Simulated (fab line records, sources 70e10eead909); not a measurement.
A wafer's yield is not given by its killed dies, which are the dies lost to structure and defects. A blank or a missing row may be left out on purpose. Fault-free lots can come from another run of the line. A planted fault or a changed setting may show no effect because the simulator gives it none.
What tool caused it? :: flow nand harc :: Sampling: 24 lots, 72 wafers, 5 of 1302 route steps

WHAT THE GAUGES SHOWED, per wafer
NHARC_P_M1_INSPECT_11.
lot: L074
measured: day 6 13:23
on: defect inspect-02
raw defect count: 8 11 3

lot: L075
measured: day 6 13:56
on: defect inspect-01
raw defect count: 3 2 3

lot: L076
measured: day 7 05:53
on: defect inspect-02
raw defect count: 3 1 4

lot: L077
measured: day 7 07:26
on: defect inspect-02
raw defect count: 1 2 2

lot: L078
measured: day 8 00:05
on: defect inspect-02
raw defect count: 6 3 2

lot: L079
measured: day 8 08:37
on: defect inspect-01
raw defect count: 4 3 2

lot: L080
measured: day 9 03:55
on: defect inspect-02
raw defect count: 2 2 5

lot: L081
measured: day 9 04:55
on: defect inspect-02
raw defect count: 6 1 5

lot: L082
measured: day 9 17:13
on: defect inspect-01
raw defect count: 11 8 13

lot: L083
measured: day 9 21:47
on: defect inspect-01
raw defect count: 7 6 2

lot: L084
measured: day 10 06:27
on: defect inspect-01
raw defect count: 6 10 8

lot: L085
measured: day 10 17:26
on: defect inspect-01
raw defect count: 5 7 11

lot: L086
measured: day 11 00:05
on: defect inspect-01
raw defect count: 2 5 3

lot: L087
measured: day 11 17:49
on: defect inspect-01
raw defect count: 9 11 5

lot: L088
measured: day 12 06:53
on: defect inspect-01
raw defect count: 4 5 5

lot: L089
measured: day 12 08:02
on: defect inspect-01
raw defect count: 4 7 2

lot: L090
measured: day 12 22:28
on: defect inspect-02
raw defect count: 7 7 3

lot: L091
measured: day 13 03:02
on: defect inspect-02
raw defect count: 8 6 2

lot: L092
measured: day 13 18:53
on: defect inspect-02
raw defect count: 7 6 6

lot: L093
measured: day 14 02:39
on: defect inspect-01
raw defect count: 9 7 7

lot: L094
measured: day 14 15:05
on: defect inspect-02
raw defect count: 4 4 6

lot: L095
measured: day 15 13:32
on: defect inspect-02
raw defect count: 4 2 3

lot: L096
measured: day 15 15:46
on: defect inspect-02
raw defect count: 2 3 7

lot: L097
measured: day 16 01:16
on: defect inspect-02
raw defect count: 6 5 11

NHARC_P_M1_INSPECT_27.
lot: L074
measured: day 6 16:03
on: defect inspect-01
raw defect count: 325 369 335

lot: L075
measured: day 6 16:36
on: defect inspect-02
raw defect count: 987 780 354

lot: L076
measured: day 7 08:31
on: defect inspect-02
raw defect count: 340 340 714

lot: L077
measured: day 7 10:04
on: defect inspect-01
raw defect count: 317 168 183

lot: L078
measured: day 8 02:50
on: defect inspect-02
raw defect count: 200 348 178

lot: L079
measured: day 8 11:19
on: defect inspect-02
raw defect count: 159 323 92

lot: L080
measured: day 9 06:32
on: defect inspect-02
raw defect count: 384 421 316

lot: L081
measured: day 9 07:35
on: defect inspect-01
raw defect count: 264 136 244

lot: L082
measured: day 9 20:20
on: defect inspect-01
raw defect count: 601 346 396

lot: L083
measured: day 10 00:56
on: defect inspect-02
raw defect count: 287 276 218

lot: L084
measured: day 10 09:05
on: defect inspect-01
raw defect count: 161 159 192

lot: L085
measured: day 10 20:08
on: defect inspect-01
raw defect count: 499 388 324

lot: L086
measured: day 11 02:48
on: defect inspect-01
raw defect count: 182 141 288

lot: L087
measured: day 11 20:31
on: defect inspect-02
raw defect count: 190 123 166

lot: L088
measured: day 12 09:31
on: defect inspect-02
raw defect count: 232 254 223

lot: L089
measured: day 12 10:40
on: defect inspect-01
raw defect count: 183 246 297

lot: L090
measured: day 13 01:08
on: defect inspect-02
raw defect count: 368 357 274

lot: L091
measured: day 13 05:40
on: defect inspect-01
raw defect count: 302 380 306

lot: L092
measured: day 13 21:32
on: defect inspect-01
raw defect count: 201 180 133

lot: L093
measured: day 14 05:17
on: defect inspect-01
raw defect count: 391 378 350

lot: L094
measured: day 14 17:43
on: defect inspect-01
raw defect count: 379 564 479

lot: L095
measured: day 15 16:13
on: defect inspect-01
raw defect count: 343 283 716

lot: L096
measured: day 15 18:31
on: defect inspect-02
raw defect count: 160 352 158

lot: L097
measured: day 16 04:12
on: defect inspect-02
raw defect count: 259 285 414

NHARC_P_BONDPAD_CD_MEAS_13.
lot: L074
measured: day 6 22:39
on: cd sem-01
cd nm (nm): 504.9 503.2 500.3

lot: L075
measured: day 6 23:26
on: cd sem-01
cd nm (nm): 499.6 499.9 501.6

lot: L076
measured: day 7 14:43
on: cd sem-03
cd nm (nm): 503.5 505.3 503.5

lot: L077
measured: day 7 16:31
on: cd sem-02
cd nm (nm): 500.6 504.8 504.6

lot: L078
measured: day 8 09:43
on: cd sem-01
cd nm (nm): 499.0 497.2 501.0

lot: L079
measured: day 8 17:43
on: cd sem-01
cd nm (nm): 500.8 499.0 500.7

lot: L080
measured: day 9 14:34
on: cd sem-02
cd nm (nm): 505.5 503.3 500.5

lot: L081
measured: day 9 14:24
on: cd sem-02
cd nm (nm): 503.9 503.7 502.7

lot: L082
measured: day 10 03:31
on: cd sem-03
cd nm (nm): 501.4 501.0 501.7

lot: L083
measured: day 10 07:26
on: cd sem-01
cd nm (nm): 498.5 501.1 501.1

lot: L084
measured: day 10 15:28
on: cd sem-02
cd nm (nm): 497.6 504.7 503.9

lot: L085
measured: day 11 02:28
on: cd sem-02
cd nm (nm): 505.7 505.2 500.5

lot: L086
measured: day 11 09:14
on: cd sem-01
cd nm (nm): 499.8 499.3 498.3

lot: L087
measured: day 12 03:00
on: cd sem-02
cd nm (nm): 500.6 501.0 500.5

lot: L088
measured: day 12 16:02
on: cd sem-03
cd nm (nm): 501.7 503.2 504.6

lot: L089
measured: day 12 17:14
on: cd sem-01
cd nm (nm): 497.0 500.0 497.9

lot: L090
measured: day 13 07:29
on: cd sem-03
cd nm (nm): 499.2 497.7 496.8

lot: L091
measured: day 13 12:19
on: cd sem-01
cd nm (nm): 505.2 498.4 502.3

lot: L092
measured: day 14 04:23
on: cd sem-01
cd nm (nm): 504.3 500.0 504.8

lot: L093
measured: day 14 11:49
on: cd sem-02
cd nm (nm): 499.6 500.1 501.8

lot: L094
measured: day 15 00:17
on: cd sem-01
cd nm (nm): 505.4 499.4 498.7

lot: L095
measured: day 15 22:35
on: cd sem-01
cd nm (nm): 502.0 505.3 502.2

lot: L096
measured: day 16 01:05
on: cd sem-01
cd nm (nm): 502.3 499.2 500.2

lot: L097
measured: day 16 10:45
on: cd sem-03
cd nm (nm): 504.7 507.3 498.3

EACH LOT AND THE TOOL THAT RAN IT (in order: tool; ch and the chambers of the sampled wafers; start)
lot: L074
NHARC_P_M0_PRE_CLEAN_31: pecvd-04 ch 0,1,2, day 6 11:58
NHARC_P_M1_ETCH_28: rie diel-10 ch 0,1, day 6 16:03 or earlier

lot: L075
NHARC_P_M0_PRE_CLEAN_31: pecvd-04 ch 0,1,2, day 6 12:38
NHARC_P_M1_ETCH_28: rie diel-10 ch 0,1,3, day 6 16:36 or earlier

lot: L076
NHARC_P_M0_PRE_CLEAN_31: pecvd-03 ch 0,1, day 7 04:27
NHARC_P_M1_ETCH_28: rie diel-11 ch 0,1,3, day 7 08:31 or earlier

lot: L077
NHARC_P_M0_PRE_CLEAN_31: pecvd-01 ch 0,1, day 7 06:08
NHARC_P_M1_ETCH_28: rie diel-11 ch 0,1,3, day 7 10:04 or earlier

lot: L078
NHARC_P_M0_PRE_CLEAN_31: pecvd-03 ch 0,1, day 7 22:39
NHARC_P_M1_ETCH_28: rie diel-10 ch 1,2,3, day 8 02:50 or earlier

lot: L079
NHARC_P_M0_PRE_CLEAN_31: pecvd-01 ch 0,2, day 8 07:11
NHARC_P_M1_ETCH_28: rie diel-09 ch 1,2,3, day 8 11:19 or earlier

lot: L080
NHARC_P_M0_PRE_CLEAN_31: pecvd-04 ch 0,1,2, day 9 02:37
NHARC_P_M1_ETCH_28: rie diel-09 ch 0,3, day 9 06:32 or earlier

lot: L081
NHARC_P_M0_PRE_CLEAN_31: pecvd-04 ch 0,1,2, day 9 03:22
NHARC_P_M1_ETCH_28: rie diel-09 ch 2,3, day 9 07:35 or earlier

lot: L082
NHARC_P_M0_PRE_CLEAN_31: pecvd-03 ch 0,2, day 9 15:44
NHARC_P_M1_ETCH_28: rie diel-09 ch 1,3, day 9 20:20 or earlier

lot: L083
NHARC_P_M0_PRE_CLEAN_31: pecvd-01 ch 0,1, day 9 20:19
NHARC_P_M1_ETCH_28: rie diel-09 ch 0,1,2, day 10 00:56 or earlier

lot: L084
NHARC_P_M0_PRE_CLEAN_31: pecvd-03 ch 0,2, day 10 05:01
NHARC_P_M1_ETCH_28: rie diel-11 ch 1,2, day 10 09:05 or earlier

lot: L085
NHARC_P_M0_PRE_CLEAN_31: pecvd-03 ch 0,1,2, day 10 16:01
NHARC_P_M1_ETCH_28: rie diel-09 ch 0,2,3, day 10 20:08 or earlier

lot: L086
NHARC_P_M0_PRE_CLEAN_31: pecvd-04 ch 1,2, day 10 22:39
NHARC_P_M1_ETCH_28: rie diel-09 ch 0,3, day 11 02:48 or earlier

lot: L087
NHARC_P_M0_PRE_CLEAN_31: pecvd-04 ch 0,2, day 11 16:23
NHARC_P_M1_ETCH_28: rie diel-10 ch 0,1,3, day 11 20:31 or earlier

lot: L088
NHARC_P_M0_PRE_CLEAN_31: pecvd-03 ch 0,1,2, day 12 05:34
NHARC_P_M1_ETCH_28: rie diel-09 ch 0,2,3, day 12 09:31 or earlier

lot: L089
NHARC_P_M0_PRE_CLEAN_31: pecvd-03 ch 0,2, day 12 06:36
NHARC_P_M1_ETCH_28: rie diel-09 ch 1,2,3, day 12 10:40 or earlier

lot: L090
NHARC_P_M0_PRE_CLEAN_31: pecvd-03 ch 0,2, day 12 21:02
NHARC_P_M1_ETCH_28: rie diel-09 ch 1,2,3, day 13 01:08 or earlier

lot: L091
NHARC_P_M0_PRE_CLEAN_31: pecvd-03 ch 0,2, day 13 01:36
NHARC_P_M1_ETCH_28: rie diel-09 ch 0,1,3, day 13 05:40 or earlier

lot: L092
NHARC_P_M0_PRE_CLEAN_31: pecvd-01 ch 0,1,2, day 13 17:36
NHARC_P_M1_ETCH_28: rie diel-09 ch 0,2,3, day 13 21:32 or earlier

lot: L093
NHARC_P_M0_PRE_CLEAN_31: pecvd-03 ch 0,1, day 14 01:13
NHARC_P_M1_ETCH_28: rie diel-10 ch 0,1,3, day 14 05:17 or earlier

lot: L094
NHARC_P_M0_PRE_CLEAN_31: pecvd-03 ch 0,1, day 14 13:38
NHARC_P_M1_ETCH_28: rie diel-11 ch 1,2,3, day 14 17:43 or earlier

lot: L095
NHARC_P_M0_PRE_CLEAN_31: pecvd-03 ch 0,1,2, day 15 12:03
NHARC_P_M1_ETCH_28: rie diel-11 ch 0,1,2, day 15 16:13 or earlier

lot: L096
NHARC_P_M0_PRE_CLEAN_31: pecvd-01 ch 0,1,2, day 15 14:19
NHARC_P_M1_ETCH_28: rie diel-09 ch 0,2,3, day 15 18:31 or earlier

lot: L097
NHARC_P_M0_PRE_CLEAN_31: pecvd-01 ch 0,1,2, day 15 23:56
NHARC_P_M1_ETCH_28: rie diel-10 ch 0,1,2, day 16 04:12 or earlier
- NHARC_P_M0_PRE_CLEAN_31: time 12 s.
- NHARC_P_M1_ETCH_28: etches the open film in CF4/N2, target depth 30 nm, time 72.99 s.

AS READ BY THE TOOLS THEMSELVES (means over the sampled wafers that have a number; for cases with no such wafer, the mark the record gives instead)
NHARC_P_M0_PRE_CLEAN_31.
lot: L074
tool: pecvd-04
heater power w (W): 686

lot: L075
tool: pecvd-04
heater power w (W): 699

lot: L076
tool: pecvd-03
heater power w (W): 539

lot: L077
tool: pecvd-01
heater power w (W): 601

lot: L078
tool: pecvd-03
heater power w (W): 576

lot: L079
tool: pecvd-01
heater power w (W): 643

lot: L080
tool: pecvd-04
heater power w (W): 723

lot: L081
tool: pecvd-04
heater power w (W): 711

lot: L082
tool: pecvd-03
heater power w (W): 617

lot: L083
tool: pecvd-01
heater power w (W): 589

lot: L084
tool: pecvd-03
heater power w (W): 605

lot: L085
tool: pecvd-03
heater power w (W): 604

lot: L086
tool: pecvd-04
heater power w (W): 613

lot: L087
tool: pecvd-04
heater power w (W): 648

lot: L088
tool: pecvd-03
heater power w (W): 602

lot: L089
tool: pecvd-03
heater power w (W): 664

lot: L090
tool: pecvd-03
heater power w (W): 665

lot: L091
tool: pecvd-03
heater power w (W): 604

lot: L092
tool: pecvd-01
heater power w (W): 693

lot: L093
tool: pecvd-03
heater power w (W): 580

lot: L094
tool: pecvd-03
heater power w (W): 561

lot: L095
tool: pecvd-03
heater power w (W): 579

lot: L096
tool: pecvd-01
heater power w (W): 731

lot: L097
tool: pecvd-01
heater power w (W): 736

NHARC_P_M1_ETCH_28.
lot: L074
tool: rie diel-10
drypump motor current A (A): 5.9
n2 flow sccm (sccm): 100.1
oes product au (a.u.): 0.989
rf vpp V (V): 313.7
showerhead plenum p Torr (Torr): 2.65
throttle valve pct (%): 19.797

lot: L075
tool: rie diel-10
drypump motor current A (A): 5.6
n2 flow sccm (sccm): 100.3
oes product au (a.u.): 1.012
rf vpp V (V): 314.1
showerhead plenum p Torr (Torr): 2.62
throttle valve pct (%): 19.794

lot: L076
tool: rie diel-11
drypump motor current A (A): 5.8
n2 flow sccm (sccm): 100.0
oes product au (a.u.): 1.004
rf vpp V (V): 314.8
showerhead plenum p Torr (Torr): 2.65
throttle valve pct (%): 19.801

lot: L077
tool: rie diel-11
drypump motor current A (A): 5.8
n2 flow sccm (sccm): 99.9
oes product au (a.u.): 1.000
rf vpp V (V): 315.6
showerhead plenum p Torr (Torr): 2.65
throttle valve pct (%): 19.783

lot: L078
tool: rie diel-10
drypump motor current A (A): 5.6
n2 flow sccm (sccm): 100.0
oes product au (a.u.): 1.013
rf vpp V (V): 313.7
showerhead plenum p Torr (Torr): 2.55
throttle valve pct (%): 19.779

lot: L079
tool: rie diel-09
drypump motor current A (A): 5.2
n2 flow sccm (sccm): 99.9
oes product au (a.u.): 1.006
rf vpp V (V): 315.4
showerhead plenum p Torr (Torr): 2.69
throttle valve pct (%): 19.795

lot: L080
tool: rie diel-09
drypump motor current A (A): 5.4
n2 flow sccm (sccm): 100.2
oes product au (a.u.): 1.022
rf vpp V (V): 314.1
showerhead plenum p Torr (Torr): 2.63
throttle valve pct (%): 19.792

lot: L081
tool: rie diel-09
drypump motor current A (A): 5.3
n2 flow sccm (sccm): 100.1
oes product au (a.u.): 1.001
rf vpp V (V): 313.5
showerhead plenum p Torr (Torr): 2.60
throttle valve pct (%): 19.786

lot: L082
tool: rie diel-09
drypump motor current A (A): 5.1
n2 flow sccm (sccm): 99.8
oes product au (a.u.): 1.008
rf vpp V (V): 317.4
showerhead plenum p Torr (Torr): 2.78
throttle valve pct (%): 19.795

lot: L083
tool: rie diel-09
drypump motor current A (A): 5.2
n2 flow sccm (sccm): 100.1
oes product au (a.u.): 1.003
rf vpp V (V): 314.5
showerhead plenum p Torr (Torr): 2.61
throttle valve pct (%): 19.797

lot: L084
tool: rie diel-11
drypump motor current A (A): 6.1
n2 flow sccm (sccm): 100.0
oes product au (a.u.): 0.982
rf vpp V (V): 316.5
showerhead plenum p Torr (Torr): 2.77
throttle valve pct (%): 19.810

lot: L085
tool: rie diel-09
drypump motor current A (A): 5.3
n2 flow sccm (sccm): 100.0
oes product au (a.u.): 1.011
rf vpp V (V): 314.6
showerhead plenum p Torr (Torr): 2.62
throttle valve pct (%): 19.796

lot: L086
tool: rie diel-09
drypump motor current A (A): 5.4
n2 flow sccm (sccm): 99.7
oes product au (a.u.): 1.024
rf vpp V (V): 314.2
showerhead plenum p Torr (Torr): 2.63
throttle valve pct (%): 19.790

lot: L087
tool: rie diel-10
drypump motor current A (A): 5.6
n2 flow sccm (sccm): 100.0
oes product au (a.u.): 1.005
rf vpp V (V): 313.7
showerhead plenum p Torr (Torr): 2.61
throttle valve pct (%): 19.789

lot: L088
tool: rie diel-09
drypump motor current A (A): 5.3
n2 flow sccm (sccm): 100.1
oes product au (a.u.): 1.022
rf vpp V (V): 313.4
showerhead plenum p Torr (Torr): 2.62
throttle valve pct (%): 19.793

lot: L089
tool: rie diel-09
drypump motor current A (A): 5.2
n2 flow sccm (sccm): 100.0
oes product au (a.u.): 1.010
rf vpp V (V): 315.3
showerhead plenum p Torr (Torr): 2.69
throttle valve pct (%): 19.786

lot: L090
tool: rie diel-09
drypump motor current A (A): 5.2
n2 flow sccm (sccm): 100.2
oes product au (a.u.): 1.008
rf vpp V (V): 315.7
showerhead plenum p Torr (Torr): 2.69
throttle valve pct (%): 19.802

lot: L091
tool: rie diel-09
drypump motor current A (A): 5.2
n2 flow sccm (sccm): 100.4
oes product au (a.u.): 1.018
rf vpp V (V): 314.9
showerhead plenum p Torr (Torr): 2.71
throttle valve pct (%): 19.787

lot: L092
tool: rie diel-09
drypump motor current A (A): 5.3
n2 flow sccm (sccm): 100.1
oes product au (a.u.): 1.014
rf vpp V (V): 314.0
showerhead plenum p Torr (Torr): 2.62
throttle valve pct (%): 19.798

lot: L093
tool: rie diel-10
drypump motor current A (A): 5.6
n2 flow sccm (sccm): 100.0
oes product au (a.u.): 1.009
rf vpp V (V): 313.9
showerhead plenum p Torr (Torr): 2.60
throttle valve pct (%): 19.788

lot: L094
tool: rie diel-11
drypump motor current A (A): 6.1
n2 flow sccm (sccm): 100.0
oes product au (a.u.): 0.984
rf vpp V (V): 316.3
showerhead plenum p Torr (Torr): 2.72
throttle valve pct (%): 19.786

lot: L095
tool: rie diel-11
drypump motor current A (A): 5.9
n2 flow sccm (sccm): 99.7
oes product au (a.u.): 0.990
rf vpp V (V): 315.6
showerhead plenum p Torr (Torr): 2.70
throttle valve pct (%): 19.787

lot: L096
tool: rie diel-09
drypump motor current A (A): 5.3
n2 flow sccm (sccm): 99.9
oes product au (a.u.): 1.002
rf vpp V (V): 314.2
showerhead plenum p Torr (Torr): 2.62
throttle valve pct (%): 19.794

lot: L097
tool: rie diel-10
drypump motor current A (A): 5.9
n2 flow sccm (sccm): 100.2
oes product au (a.u.): 0.994
rf vpp V (V): 312.5
showerhead plenum p Torr (Torr): 2.56
throttle valve pct (%): 19.800

THE ANSWER, worked out from the rows above alone
Rule: what is usual is taken from the lots themselves. Put in order of their means at a reading, lots are off if they are a third of the lots or fewer, leave a main group of 4 or more, and stand apart from it by a gap of 3 or more times the standard deviation of the main group's means; of several such gaps the widest counts. A main group is skipped when, at the precision printed for the reading in the tables above, its means are all equal. A lot without any number at a reading at which 4 lots or more have one is off too. All remaining lots with rows at the step are treated as sound. The gauges are gone through in route order, then the tools' own readings, and for those a lot's mean is taken as printed above. The first step at which some lot is off is used, and at that step the reading that is off furthest; a lot without a number counts as furthest.
No lot is off on any of the readings shown, so nothing can be concluded from this.

WHAT HAD BEEN PUT IN BY THE SIMULATOR
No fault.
